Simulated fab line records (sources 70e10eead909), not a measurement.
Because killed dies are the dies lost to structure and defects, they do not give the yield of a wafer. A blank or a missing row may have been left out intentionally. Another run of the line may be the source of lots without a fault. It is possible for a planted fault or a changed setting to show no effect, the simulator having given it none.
Chamber matching | flow nand harc | 4 sister chambers for NHARC_A_BONDPAD_ETCH_34 on rie diel-12
The step etches the open film in N2/H2, target depth 60 nm, overetch 18 nm, time 65.91 s. 17 wafers are shown with their chamber, then 8 later ones without.

== WAFERS PAIRED WITH THEIR CHAMBERS ==
wafer  | chamber | rf vpp V (V) | oes product au (a.u.) | chamber pressure mTorr (mTorr)
L920.1 | 0       | 428.4        | 0.999                 | 29.969
L920.3 | 3       | 435.8        | 0.996                 | 30.034
L920.5 | 0       | 427.8        | 1.000                 | 29.992
L922.1 | 3       | 433.3        | 0.998                 | 30.045
L922.3 | 1       | 430.7        | 1.038                 | 30.012
L922.4 | 0       | 425.4        | 0.990                 | 30.024
L926.1 | 3       | 431.9        | 1.006                 | 30.025
L926.4 | 0       | 426.8        | 1.011                 | 30.012
L926.6 | 1       | 431.6        | 1.008                 | 29.993
L928.2 | 0       | 426.6        | 1.016                 | 30.028
L928.3 | 3       | 433.8        | 1.006                 | 29.991
L928.6 | 0       | 425.9        | 1.011                 | 29.983
L927.1 | 1       | 430.4        | 1.014                 | 30.035
L927.2 | 2       | 433.1        | 1.023                 | 30.008
L927.5 | 2       | 432.4        | 1.019                 | 30.027
L930.1 | 2       | 431.2        | 0.992                 | 29.948
L930.2 | 0       | 428.0        | 1.004                 | 29.993

SIGNATURES, as means of the wafers listed above
reading                | chamber 0 | chamber 1 | chamber 2 | chamber 3 | scatter within a chamber
rf vpp V               | 426.986   | 430.900   | 432.233   | 433.700   | 1.18
oes product au         | 1.00443   | 1.02000   | 1.01133   | 1.00150   | 0.0112
chamber pressure mTorr | 30.00014  | 30.01333  | 29.99433  | 30.02375  | 0.026
Rule: for each reading, subtract the chamber's mean from the wafer's reading, divide by that reading's scatter and square the result; add these up over the readings and take the root, which gives the wafer's distance from the chamber. If the next closest chamber is less than 2 further off than the closest, the wafer can't be placed; otherwise it belongs to the closest. The scatter: take each reading less its chamber's mean, square it, sum over the shown wafers, divide by the number of wafers less the number of chambers, and take the root.

== WAFERS WITHOUT THEIR CHAMBER ==
wafer  | rf vpp V (V) | oes product au (a.u.) | chamber pressure mTorr (mTorr)
L930.4 | 430.7        | 1.005                 | 29.955
L935.6 | 432.5        | 1.008                 | 29.999
L942.3 | 429.3        | 1.016                 | 29.965
L942.4 | 426.9        | 1.029                 | 29.999
L942.6 | 431.4        | 1.006                 | 29.982
L943.1 | 431.6        | 1.006                 | 30.020
L943.4 | 433.4        | 0.990                 | 30.032
L943.5 | 432.0        | 1.015                 | 29.970

== THE CHAMBER EACH PASSED THROUGH ==
wafer  | from the rows above               | in truth
L930.4 | can't be placed: 2 or 1 or 0 or 3 | 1
L935.6 | can't be placed: 2 or 3 or 1      | 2
L942.3 | can't be placed: 1 or 0 or 2      | 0
L942.4 | can't be placed: 0 or 1           | 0
L942.6 | can't be placed: 2 or 1 or 3      | 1
L943.1 | can't be placed: 2 or 1 or 3      | 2
L943.4 | can't be placed: 3 or 2           | 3
L943.5 | can't be placed: 2 or 1 or 3      | 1
Placed correctly: 0 of 8. These rows do not allow placing 8 (true chamber among the candidates in 8). 0 placed wrongly.
